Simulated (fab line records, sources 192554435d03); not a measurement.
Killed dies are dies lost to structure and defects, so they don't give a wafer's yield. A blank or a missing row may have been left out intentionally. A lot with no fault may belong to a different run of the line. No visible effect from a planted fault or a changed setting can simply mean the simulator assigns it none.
Matching of chambers | flow n5_finfet | N5_BEOL_M0_STRIP_142 on rie_diel-04 has 4 sister chambers
The step strips in N2/H2, time 10 s. 4 wafers are shown with their chamber, then 9 later ones without.

== WAFERS PAIRED WITH THEIR CHAMBERS ==
wafer  | chamber | showerhead_plenum_p_Torr (Torr)
L086.4 | 3       | 2.70
L087.1 | 1       | 2.59
L087.2 | 2       | 2.41
L087.6 | 0       | 2.50

== WAFERS WHOSE CHAMBER IS MISSING ==
wafer  | showerhead_plenum_p_Torr (Torr)
L090.2 | 2.41
L090.3 | 2.50
L090.4 | 2.59
L093.1 | 2.41
L093.2 | 2.70
L093.4 | 2.59
L097.1 | 2.69
L097.5 | 2.49
L097.6 | 2.58

== WHICH CHAMBER EACH ONE RAN IN ==
wafer  | from the rows above | in truth
L090.2 | 2                   | 2
L090.3 | 0                   | 0
L090.4 | 1                   | 1
L093.1 | 2                   | 2
L093.2 | 3                   | 3
L093.4 | 1                   | 1
L097.1 | 3                   | 3
L097.5 | 0                   | 0
L097.6 | 1                   | 1
9 of 9 placed correctly. Not placeable from these rows: 0. Number placed wrongly: 0.
How it was worked out, from the rows above alone: a wafer's distance from a chamber is the root of the sum, over the readings, of the square of ((its reading less the chamber's mean) divided by the reading's scatter). The wafer belongs to the nearest chamber; if the next one is less than 2 further off, it can't be placed. The mean given for a chamber averages the wafers shown for that chamber. The scatter (one wafer shown for each chamber): square how far every hidden wafer sits from the nearest shown wafer, average those squares and take the square root.
